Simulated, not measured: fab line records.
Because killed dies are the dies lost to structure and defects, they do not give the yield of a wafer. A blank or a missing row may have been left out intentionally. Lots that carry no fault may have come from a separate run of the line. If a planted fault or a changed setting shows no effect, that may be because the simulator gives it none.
fab line records	flow n5_finfet
[record] lots = 5	wafers = 15	last_day = 19
route steps=1938 shown TV_LITHO@1884 TV_OPEN@1887 PAD_METAL@1893 PASSIVATION@1897
lots untouched by any fault: they come from a run of this same line in which no faults occurred
start_h: hours from the record's opening day to when the first of the lot's shown wafers began	wait_h: hours from the lot's prior step to this one	" as in the row above	L1.1+2: several wafers, shown together as one row	- value missing, or start not given	* or withheld: withheld	< > ~ a bound
route shown NAME@n: a module of which the file shows steps, and the number in the route of the first	usual: the fault-free wafers' mean and standard deviation	same: alike in all rows	chamber/n: place in a boat	sites: the reading at each site	_std_site: the standard deviation of these	_edge_site: inner sites' mean taken away from outer sites' mean	radius_mm: how far each site lies from the wafer's centre	mask NAME#n: copy n	behind: tool/chamber where the wafer was last shaped	hold: what put the lot on hold/how long, in hours/how the hold closed	device: whichever transistor did not switch (one of n, p or np)	end of line: the same wafers' tests at the end of the route	where a step has no rows: the recipe by itself	killed: the dies lost at the first sort to structure and to defects; this is not the yield of the wafer	map: a wafer's dies, x killed, . not, _ none there
set.NAME: the setting as run; set.NAME@STEP: as run at that earlier step	model.NAME: the simulator's own value behind a step, which no gauge read
lots at selected steps of the route; one table per step, one row per wafer
services: the hour from which a tool's chamber was out of use, counted from the record's first day as start_h (under 0 if before that day), plus the number of hours and why
[[steps]]
[step N5_PASSIVATION_OVL_MEAS_60]
[recipe] points_per_wafer = 44
[usual] TV_OVL = -1/6.1
[same] points_per_wafer = 44
lot.wafer	tool	chamber	start_h	wait_h	TV_OVL[nm]
L802.2	overlay-01	0	284.74	0.0	6
L802.4	"	0	"	"	2
L802.5	"	0	"	"	-6
L811.1	overlay-01	0	344.33	0.0	-1
L811.2	"	0	"	"	-9
L811.3	"	0	"	"	3
L818.2	overlay-02	0	424.72	0.0	5
L818.3	"	0	"	"	1
L818.6	"	0	"	"	4
L820.1	overlay-01	0	429.51	0.0	8
L820.3	"	0	"	"	15
L820.4	"	0	"	"	11
L821.2	overlay-01	0	454.26	0.0	-3
L821.4	"	0	"	"	-7
L821.5	"	0	"	"	-9
[step N5_PASSIVATION_INSPECT_61]
[recipe] mode = adi	inspect_instrument = macro
[usual] raw_defect_count = 2.2/1.4
lot.wafer	tool	chamber	start_h	wait_h	raw_defect_count
L802.2	defect_inspect-01	-	284.77	0.0	2
L802.4	"	-	"	"	3
L802.5	"	-	"	"	2
L811.1	defect_inspect-02	-	344.35	0.0	4
L811.2	"	-	"	"	1
L811.3	"	-	"	"	3
L818.2	defect_inspect-01	-	424.75	0.0	3
L818.3	"	-	"	"	3
L818.6	"	-	"	"	3
L820.1	defect_inspect-01	-	429.53	0.0	0
L820.3	"	-	"	"	2
L820.4	"	-	"	"	1
L821.2	defect_inspect-01	-	454.29	0.0	3
L821.4	"	-	"	"	2
L821.5	"	-	"	"	5
[step N5_PASSIVATION_DESCUM_12]
[recipe] chemistry = O2	time_s = 7.9	source_power_w = 50	bias_power_w = 20	pressure_mtorr = 20	rf_frequency_hz = 2.712e+07	temp_c = 40	o2_flow_sccm = 225
[step N5_PASSIVATION_PASS_ETCH_74]
[recipe] chemistry = CF4/O2	target = SiNx	target_depth_a = 2200	time_s = 110	ion_energy_ev = 100	pressure_mtorr = 40	source_w = 535	bias_w = 49	Ar_flow_sccm = 100	cf4_flow_sccm = 100	O2_flow_sccm = 10
[usual] drypump_motor_current_A = 5.5/0.51	oes_f_703_au = 0.78/0.059	oes_product_au = 0.78/0.065	rf_vpp_V = 241/4.7	showerhead_plenum_p_Torr = 2.20/0.051	throttle_valve_pct = 16.02/0.22
lot.wafer	tool	chamber	start_h	wait_h	drypump_motor_current_A	oes_f_703_au	oes_product_au	rf_hours_counter_h	rf_vpp_V	showerhead_plenum_p_Torr	throttle_valve_pct
L802.2	rie_diel-04	3	284.87	0.0	5.3	0.80	0.79	83	236	2.22	15.91
L802.4	"	1	"	"	6.1	0.74	0.73	199	240	2.28	16.01
L802.5	"	1	"	"	6.2	0.75	0.73	-	242	2.28	16.01
L811.1	rie_diel-02	3	344.45	0.0	4.9	0.72	0.70	216	243	2.27	15.90
L811.2	"	0	"	"	5.3	0.66	0.66	250	238	2.17	16.28
L811.3	"	2	"	"	6.3	0.84	0.85	55	243	2.25	15.99
L818.2	rie_diel-06	1	424.84	0.0	5.5	0.71	0.71	240	239	2.27	16.38
L818.3	"	0	"	"	4.9	0.85	0.85	41	235	2.16	15.51
L818.6	"	3	"	"	6.3	0.83	0.83	-	239	2.14	15.81
L820.1	rie_diel-04	1	429.63	0.0	6.1	0.73	0.70	237	239	2.27	16.10
L820.3	"	3	"	"	5.3	0.76	0.76	113	236	2.21	15.98
L820.4	"	0	"	"	5.1	0.75	0.74	158	237	2.20	16.07
L821.2	rie_diel-04	0	454.80	0.0	5.1	0.74	0.73	167	238	2.20	16.09
L821.4	"	0	"	"	5.1	0.74	0.73	-	237	2.20	16.09
L821.5	"	1	"	"	6.1	0.72	0.70	-	240	2.27	16.10
[step N5_PASSIVATION_VIA_ETCH_13]
[recipe] chemistry = CHF3/O2	target = SiO2	target_depth_a = 6600	CHF3_flow_sccm = 50	O2_flow_sccm = 5	Ar_flow_sccm = 200	time_s = 330	mask_material = PR	pressure_mtorr = 30	source_w = 650	bias_w = 170	ion_energy_ev = 200	ends = cleared
[step N5_PASSIVATION_STRIP_14]
[recipe] chemistry = O2	power_w = 600	temp_c = 60	pressure_mtorr = 30	rf_frequency_hz = 6e+07	bias_power_w = 0	overash_fraction = 0.5	o2_flow_sccm = 225
[usual] drypump_motor_current_A = 5.5/0.51	oes_product_au = 0.78/0.069	rf_vpp_V = 3.7/0.89	showerhead_plenum_p_Torr = 2.10/0.056	throttle_valve_pct = 16.72/0.24
lot.wafer	tool	chamber	start_h	wait_h	drypump_motor_current_A	oes_product_au	rf_hours_counter_h	rf_vpp_V	showerhead_plenum_p_Torr	throttle_valve_pct
L802.2	rie_diel-04	3	285.16	0.1	5.3	0.81	83	4.0	2.14	16.72
L802.4	"	1	"	"	6.2	0.74	199	4.1	2.19	16.76
L802.5	"	1	"	"	6.1	0.74	-	2.4	2.19	16.74
L811.1	rie_diel-02	3	344.74	0.1	4.9	0.70	216	4.2	2.17	16.65
L811.2	"	0	"	"	5.3	0.68	250	3.2	2.07	17.00
L811.3	"	2	"	"	6.4	0.86	55	2.8	2.14	16.64
L818.2	rie_diel-06	1	425.13	0.1	5.5	0.70	240	3.5	2.16	17.01
L818.3	"	0	"	"	4.9	0.87	42	4.6	2.04	16.13
L818.6	"	3	"	"	6.3	0.84	-	5.0	2.03	16.54
L820.1	rie_diel-04	1	429.92	0.1	6.1	0.70	237	3.1	2.17	16.83
L820.3	"	3	"	"	5.3	0.79	113	4.4	2.13	16.82
L820.4	"	0	"	"	5.1	0.74	158	2.9	2.08	16.71
L821.2	rie_diel-04	0	455.09	0.1	5.1	0.73	167	2.9	2.08	16.70
L821.4	"	0	"	"	5.1	0.73	-	3.5	2.08	16.70
L821.5	"	1	"	"	6.2	0.68	-	3.6	2.17	16.85
[step N5_PASSIVATION_ETCH_15]
[recipe] chemistry = CF4/N2	target = SiCN	target_depth_a = 750	taper_deg = 2	time_s = 81.2	ion_energy_ev = 150	mask_material = SiNx	pressure_mtorr = 40	source_w = 430	bias_w = 70	Ar_flow_sccm = 100	cf4_flow_sccm = 60	n2_flow_sccm = 60
[step N5_PASSIVATION_STRIP_73]
[recipe] chemistry = post_etch_residue_remover	time_s = 60	temp_c = 25	remover_ph = withheld	remover_water_wt_pct = withheld	remover_fluoride_wt_pct = withheld
[step N5_PASSIVATION_SRD_17]
[recipe] time_s = 30	temp_c = 23	rinse_liquid = diw	dry = n2_spin	spin_rpm = 1500	dry_time_s = 30
[step N5_PASSIVATION_DEGAS_18]
[recipe] ambient = vacuum	temp_c = 300	time_s = 60
[step N5_PASSIVATION_PRE_CLEAN_19]
[recipe] gas = H2/He	time_s = *	temp_c = *
[usual] heater_power_w = 459/34
lot.wafer	tool	chamber	start_h	wait_h	heater_power_w
L802.2	pvd_sputter-01	-	285.49	0.0	444
L802.4	"	-	"	"	448
L802.5	"	-	"	"	422
L811.1	pvd_sputter-01	-	345.64	0.0	441
L811.2	"	-	"	"	450
L811.3	"	-	"	"	469
L818.2	pvd_sputter-02	-	425.81	0.0	435
L818.3	"	-	"	"	444
L818.6	"	-	"	"	458
L820.1	pvd_sputter-03	-	431.79	0.0	526
L820.3	"	-	"	"	491
L820.4	"	-	"	"	421
L821.2	pvd_sputter-03	-	455.93	0.0	497
L821.4	"	-	"	"	438
L821.5	"	-	"	"	430
[step N5_PASSIVATION_SPUTTER_20]
[recipe] material = TaN	target_thk_a = 500	temp_c = 25	chamber_pressure_pa = 0.4
[usual] chamber_pressure_pa = 0.4001/0.0008	throttle_valve_pct = 30.7/1.2
lot.wafer	tool	chamber	start_h	wait_h	chamber_pressure_pa	throttle_valve_pct
L802.2	pvd_sputter-01	-	285.53	0.0	0.4015	31.2
L802.4	"	-	"	"	0.4007	31.4
L802.5	"	-	"	"	0.3984	31.3
L811.1	pvd_sputter-01	-	345.68	0.0	0.4000	31.0
L811.2	"	-	"	"	0.4006	32.6
L811.3	"	-	"	"	0.3999	31.2
L818.2	pvd_sputter-02	-	425.85	0.0	0.4000	30.3
L818.3	"	-	"	"	0.4011	31.7
L818.6	"	-	"	"	0.4016	30.5
L820.1	pvd_sputter-03	-	431.83	0.0	0.3993	29.5
L820.3	"	-	"	"	0.4006	30.3
L820.4	"	-	"	"	0.3997	29.0
L821.2	pvd_sputter-03	-	455.97	0.0	0.4004	30.2
L821.4	"	-	"	"	0.3999	29.3
L821.5	"	-	"	"	0.3998	28.8
[step N5_PASSIVATION_AL_DEP_21]
[recipe] material = Al	target_thk_a = 28000	temp_c = 400	time_s = 170	power_w = 30000	chamber_pressure_pa = 0.4	gas = Ar
[usual] chamber_pressure_pa = 0.4000/0.00086	throttle_valve_pct = 30.7/1.2
lot.wafer	tool	chamber	start_h	wait_h	chamber_pressure_pa	throttle_valve_pct	model.Al_of_PASSIVATION_AL_DEP_21.thk_nm
L802.2	pvd_sputter-01	-	285.63	0.1	0.4007	31.0	2819
L802.4	"	-	"	"	0.4000	31.3	2821
L802.5	"	-	"	"	0.4013	31.2	2815
L811.1	pvd_sputter-01	-	345.79	0.1	0.3991	31.1	2783
L811.2	"	-	"	"	0.3986	32.6	1954
L811.3	"	-	"	"	0.4008	31.4	2799
L818.2	pvd_sputter-02	-	425.95	0.1	0.4003	29.9	2775
L818.3	"	-	"	"	0.3998	31.7	2840
L818.6	"	-	"	"	0.4021	30.4	2740
L820.1	pvd_sputter-03	-	431.93	0.1	0.3998	29.5	2815
L820.3	"	-	"	"	0.4006	30.2	2798
L820.4	"	-	"	"	0.3982	29.0	2769
L821.2	pvd_sputter-03	-	456.07	0.1	0.4001	30.4	2781
L821.4	"	-	"	"	0.3997	29.1	2748
L821.5	"	-	"	"	0.4005	28.9	2753
[step N5_PASSIVATION_HMDS_23]
[recipe] time_s = 60	temp_c = 120
[step N5_PASSIVATION_COAT_24]
[recipe] spin_rpm = 3000	resist_thk_nm = withheld
[step N5_PASSIVATION_EBR_26]
[recipe] solvent = PGMEA	ebr_width_mm = 1.5
[step N5_PASSIVATION_SOFTBAKE_25]
[recipe] temp_c = 100	time_s = 90
[step N5_PASSIVATION_EXPOSE_27]
[recipe] mask_id = PAD	na = 0.55	source_shape = conventional	sigma_outer = 0.8	polarization = unpolarized	defocus_nm = 0	dose_mj = 32.3
[step N5_PASSIVATION_PEB_28]
[recipe] peb_temp_c = withheld	peb_time_s = *
[step N5_PASSIVATION_DEVELOP_29]
[recipe] develop_time_s = 60	rinse_liquid = diw	dry = air_spin	dev_temp_c = 21
[step N5_PASSIVATION_HARDBAKE_31]
[recipe] temp_c = 130	time_s = 120
[step N5_PASSIVATION_CD_MEAS_30]
[recipe] target_cd_nm = 4000	landing_energy_ev = 500	detector = se_inlens	polarity = opening
[usual] cd_nm = 4000.5/1.8
lot.wafer	tool	chamber	start_h	wait_h	cd_nm
L802.2	cd_sem-02	0	286.23	-	3999.5
L802.4	"	0	"	"	4000.6
L802.5	"	0	"	"	3997.6
L811.1	cd_sem-01	0	346.41	-	3997.0
L811.2	"	0	"	"	3999.2
L811.3	"	0	"	"	3995.2
L818.2	cd_sem-03	0	426.42	-	4003.1
L818.3	"	0	"	"	4001.8
L818.6	"	0	"	"	3999.7
L820.1	cd_sem-03	0	432.40	-	3997.4
L820.3	"	0	"	"	3996.3
L820.4	"	0	"	"	3999.5
L821.2	cd_sem-03	0	456.67	-	4001.8
L821.4	"	0	"	"	4001.8
L821.5	"	0	"	"	3998.7
[step N5_PASSIVATION_OVL_MEAS_63]
[recipe] points_per_wafer = 44
[usual] PAD_OVL = -3/5.4
[same] points_per_wafer = 44
lot.wafer	tool	chamber	start_h	wait_h	PAD_OVL[nm]
L802.2	overlay-02	0	286.26	0.0	-4
L802.4	"	0	"	"	-10
L802.5	"	0	"	"	-6
L811.1	overlay-02	0	346.44	0.0	-10
L811.2	"	0	"	"	-3
L811.3	"	0	"	"	-2
L818.2	overlay-02	0	426.45	0.0	0
L818.3	"	0	"	"	0
L818.6	"	0	"	"	-6
L820.1	overlay-02	0	432.43	0.0	2
L820.3	"	0	"	"	-3
L820.4	"	0	"	"	0
L821.2	overlay-01	0	456.70	0.0	0
L821.4	"	0	"	"	-2
L821.5	"	0	"	"	7
[step N5_PASSIVATION_INSPECT_64]
[recipe] mode = adi	inspect_instrument = macro
[usual] raw_defect_count = 2.0/1.5
lot.wafer	tool	chamber	start_h	wait_h	raw_defect_count
L802.2	defect_inspect-01	-	286.28	0.0	0
L802.4	"	-	"	"	1
L802.5	"	-	"	"	1
L811.1	defect_inspect-02	-	346.46	0.0	3
L811.2	"	-	"	"	1
L811.3	"	-	"	"	4
L818.2	defect_inspect-02	-	426.48	0.0	1
L818.3	"	-	"	"	3
L818.6	"	-	"	"	4
L820.1	defect_inspect-02	-	432.45	0.0	2
L820.3	"	-	"	"	1
L820.4	"	-	"	"	2
L821.2	defect_inspect-01	-	456.72	0.0	4
L821.4	"	-	"	"	3
L821.5	"	-	"	"	1
[step N5_PASSIVATION_DESCUM_32]
[recipe] chemistry = O2	time_s = 7.9	source_power_w = 50	bias_power_w = 20	pressure_mtorr = 20	rf_frequency_hz = 2.712e+07	temp_c = 40	o2_flow_sccm = 225
[step N5_PASSIVATION_AL_ETCH_33]
[recipe] chemistry = Cl2/BCl3	target_depth_a = 28000	over_etch_frac = 0.15	Cl2_flow_sccm = 180	bcl3_flow_sccm = 60	target = Al	stop_on = TaN	time_s = 466.7	ion_energy_ev = 100	pressure_mtorr = 10	icp_w = 900	bias_w = 100
[step N5_PASSIVATION_ETCH_59]
[recipe] chemistry = Cl2/BCl3	target = TaN	target_depth_a = 650	time_s = 34.9	ion_energy_ev = 100	pressure_mtorr = 10	icp_w = 900	bias_w = 100	Cl2_flow_sccm = 60	bcl3_flow_sccm = 30
[step N5_PASSIVATION_STRIP_34]
[recipe] chemistry = O2	power_w = 600	temp_c = 60	pressure_mtorr = 30	rf_frequency_hz = 6e+07	bias_power_w = 0	overash_fraction = 2	o2_flow_sccm = 225
[usual] drypump_motor_current_A = 5.7/0.43	oes_product_au = 0.83/0.095	rf_vpp_V = 3.8/1.7	showerhead_plenum_p_Torr = 2.12/0.088	throttle_valve_pct = 16.61/0.29
lot.wafer	tool	chamber	start_h	wait_h	drypump_motor_current_A	oes_product_au	rf_hours_counter_h	rf_vpp_V	showerhead_plenum_p_Torr	throttle_valve_pct
L802.2	rie_diel-03	3	286.95	0.1	5.2	0.67	231	0.8	1.98	17.03
L802.4	"	0	"	"	6.2	0.66	245	6.5	2.16	17.02
L802.5	"	3	"	"	5.1	0.69	-	5.4	1.98	17.05
L811.1	rie_diel-03	1	347.10	0.1	6.1	0.89	47	1.7	2.04	16.14
L811.2	"	0	"	"	6.1	0.96	4	6.5	2.15	16.54
L811.3	"	2	"	"	5.2	0.87	41	2.5	2.06	16.68
L818.2	rie_diel-05	2	427.28	0.3	6.1	0.97	6	8.0	2.16	16.56
L818.3	"	0	"	"	6.1	0.83	68	1.4	2.22	16.34
L818.6	"	1	"	"	5.5	0.84	-	6.0	2.03	16.48
L820.1	rie_diel-05	3	433.09	0.1	6.1	0.91	33	2.8	2.24	16.46
L820.3	"	2	"	"	6.1	0.93	9	6.4	2.16	16.58
L820.4	"	0	"	"	6.1	0.84	70	2.7	2.22	16.36
L821.2	rie_diel-03	2	457.36	0.1	5.2	0.84	77	5.2	2.05	16.77
L821.4	"	1	"	"	6.1	0.83	86	5.2	2.03	16.21
L821.5	"	3	"	"	5.1	0.88	-	2.6	2.23	16.66
[step N5_PASSIVATION_STRIP_51]
[recipe] chemistry = post_etch_residue_remover	time_s = 1200	temp_c = 72.5
[step N5_PASSIVATION_CLEAN_69]
[recipe] chemistry = IPA	time_s = 180	temp_c = 25
[step N5_PASSIVATION_SRD_70]
[recipe] dry = ipa_marangoni	time_s = 30	temp_c = 23	rinse_liquid = diw
[step N5_PASSIVATION_PECVD_53]
[recipe] material = SiO2	target_thk_a = 8000	temp_c = 400	precursor = TEOS/O2	pressure_torr = 6.5	rf_w = withheld	teos_flow_sccm = withheld	gas = O2	flow_sccm = 2650	time_s = 169.4
[step N5_PASSIVATION_PECVD_35]
[recipe] material = SiNx	target_thk_a = 7000	temp_c = 400	precursor = SiH4/NH3/N2	pressure_torr = 4.9	rf_w = 1406	time_s = 151.3
[step N5_PASSIVATION_HMDS_37]
[recipe] time_s = 60	temp_c = 120
[step N5_PASSIVATION_COAT_38]
[recipe] spin_rpm = 3000	resist_thk_nm = withheld
[step N5_PASSIVATION_EBR_40]
[recipe] solvent = PGMEA	ebr_width_mm = 1.5
[step N5_PASSIVATION_SOFTBAKE_39]
[recipe] temp_c = 110	time_s = 120
[step N5_PASSIVATION_EXPOSE_41]
[recipe] mask_id = PASS_OPEN	na = 0.55	defocus_nm = 0	source_shape = conventional	sigma_outer = 0.8	polarization = unpolarized	target_cd_nm = 40000	dose_mj = 57.25
[step N5_PASSIVATION_PEB_42]
[recipe] peb_temp_c = withheld	peb_time_s = *
[step N5_PASSIVATION_DEVELOP_43]
[recipe] develop_time_s = 60	rinse_liquid = diw	dry = air_spin	dev_temp_c = 21
[step N5_PASSIVATION_HARDBAKE_45]
[recipe] temp_c = 130	time_s = 120
[step N5_PASSIVATION_CD_MEAS_44]
[recipe] target_cd_nm = 40000	landing_energy_ev = 500	detector = se_inlens
[usual] cd_nm = 40002/4.2
lot.wafer	tool	chamber	start_h	wait_h	cd_nm
L802.2	cd_sem-03	0	288.12	-	39997
L802.4	"	0	"	"	39993
L802.5	"	0	"	"	39994
L811.1	cd_sem-03	0	348.27	-	40002
L811.2	"	0	"	"	40002
L811.3	"	0	"	"	39995
L818.2	cd_sem-02	0	428.46	-	40004
L818.3	"	0	"	"	40004
L818.6	"	0	"	"	40001
L820.1	cd_sem-03	0	434.27	-	39999
L820.3	"	0	"	"	39999
L820.4	"	0	"	"	40003
L821.2	cd_sem-02	0	458.41	-	40003
L821.4	"	0	"	"	40005
L821.5	"	0	"	"	40003
[step N5_PASSIVATION_STRIP_52]
[recipe] chemistry = post_etch_residue_remover	time_s = 1200	temp_c = 72.5
lot.wafer	tool	chamber	start_h	wait_h	model.Al_of_PASSIVATION_AL_DEP_21.thk_nm
L802.2	wet_bench-01	3	288.88	-	2804
L802.4	"	0	"	"	2806
L802.5	"	1	"	"	2800
L811.1	wet_bench-06	6	348.98	-	2767
L811.2	"	7	"	"	1938
L811.3	"	3	"	"	2784
L818.2	wet_bench-06	5	429.17	-	2759
L818.3	"	2	"	"	2825
L818.6	"	6	"	"	2725
L820.1	wet_bench-06	1	435.26	-	2800
L820.3	"	4	"	"	2783
L820.4	"	0	"	"	2754
L821.2	wet_bench-04	7	459.11	-	2766
L821.4	"	6	"	"	2733
L821.5	"	2	"	"	2738
[step N5_PASSIVATION_PROBE_49]
[usual] defect_limited_yield = 91.3/1.7	killed_at_M0_to_M3 = 33/9.9	killed_at_M4_up = 14/6.4	killed_at_contacts = 12/7	killed_at_front_end = 41/13	killed_at_other = 3.1/2.9	killed_dies = 103/20	killed_open = 67/14	killed_short = 34/9.4	sort_bin_5_function = 5.1/1.1	sort_bin_6_memory = 3.2/0.79	sort_bin_8_speed = 0.02/0.15	sort_n_pass = 1077/21	sort_yield_pct = 91.2/1.7
[same] gross_dies = 1180	killed_at_back_side = 0	sort_bin_4_leakage[%] = 0
lot.wafer	tool	chamber	start_h	wait_h	defect_limited_yield[%]	killed_at_M0_to_M3	killed_at_M4_up	killed_at_contacts	killed_at_front_end	killed_at_other	killed_dies	killed_open	killed_short	sort_bin_5_function[%]	sort_bin_6_memory[%]	sort_bin_8_speed[%]	sort_n_pass	sort_yield_pct[%]
L802.4	prober-01	-	291.45	0.2	91.8	14	14	19	47	3	97	64	33	4.4	3.6	0	1083	91.8
// killed by level:class
L802.4 STI_FIN_REVEAL:geometric_particle:open=17 MOL_CONTACT_COAG:geometric_particle:open=15 BEOL_M0_SAQP:geometric_particle:short=7 FIN_SAQP:geometric_particle:short=6 DUMMY_GATE:geometric_particle:open=5 FIN_SAQP:geometric_particle:open=4 MOL_CONTACT_COAG:geometric_particle:short=4 BEOL_M0_SAQP:geometric_particle:open=4
[[services]]
tool	chamber	start_h	hours	kind
rie_diel-03	1	266.71	8.6	repair
pvd_sputter-02	-	269.38	29.2	repair
rie_diel-03	1	289.50	8.2	repair
rie_diel-06	1	295.74	3.9	repair
rie_diel-06	1	303.97	8.4	repair
rie_diel-05	1	308.63	4.9	repair
rie_diel-03	2	309.62	9.7	repair
wet_bench-06	-	328.53	13.5	repair
rie_diel-05	1	329.31	1.2	repair
rie_diel-06	0	337.93	3.2	repair
rie_diel-04	3	342.35	3.4	repair
pvd_sputter-03	-	355.87	6.6	repair
rie_diel-04	0	359.94	1.7	repair
pvd_sputter-02	-	394.55	4.0	repair
rie_diel-04	3	395.94	23.0	repair
rie_diel-04	-	403.75	0.9	repair
rie_diel-04	0	409.11	3.8	repair
rie_diel-03	0	412.68	1.7	repair
rie_diel-04	-	413.19	2.8	pm
rie_diel-03	-	415.85	0.5	repair
rie_diel-03	0	418.15	8.2	repair
rie_diel-04	2	426.35	1.6	repair
pvd_sputter-02	-	431.01	1.0	repair
rie_diel-04	3	452.49	11.0	repair
[[key]]
first_sign none at tools or gauges
[model_effect] step = N5_PASSIVATION_AL_DEP_21	value = Al_of_PASSIVATION_AL_DEP_21.thk_nm	without = 2798	struck = 1954
[model_effect] step = N5_PASSIVATION_STRIP_52	value = Al_of_PASSIVATION_AL_DEP_21.thk_nm	without = 2782	struck = 1938
met_at N5_PASSIVATION_AL_DEP_21
struck_wafers L811.2
onset_between 285.63 345.79
[fault] kind = process_parameter_drift	tool = pvd_sputter-01	chamber = -	onset_h = 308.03	steps = N5_PASSIVATION_AL_DEP_21	channel = time_s	offset = *	shape = step	end_h = 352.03	scope = struck_wafers_only	acts_in = *	stated = *
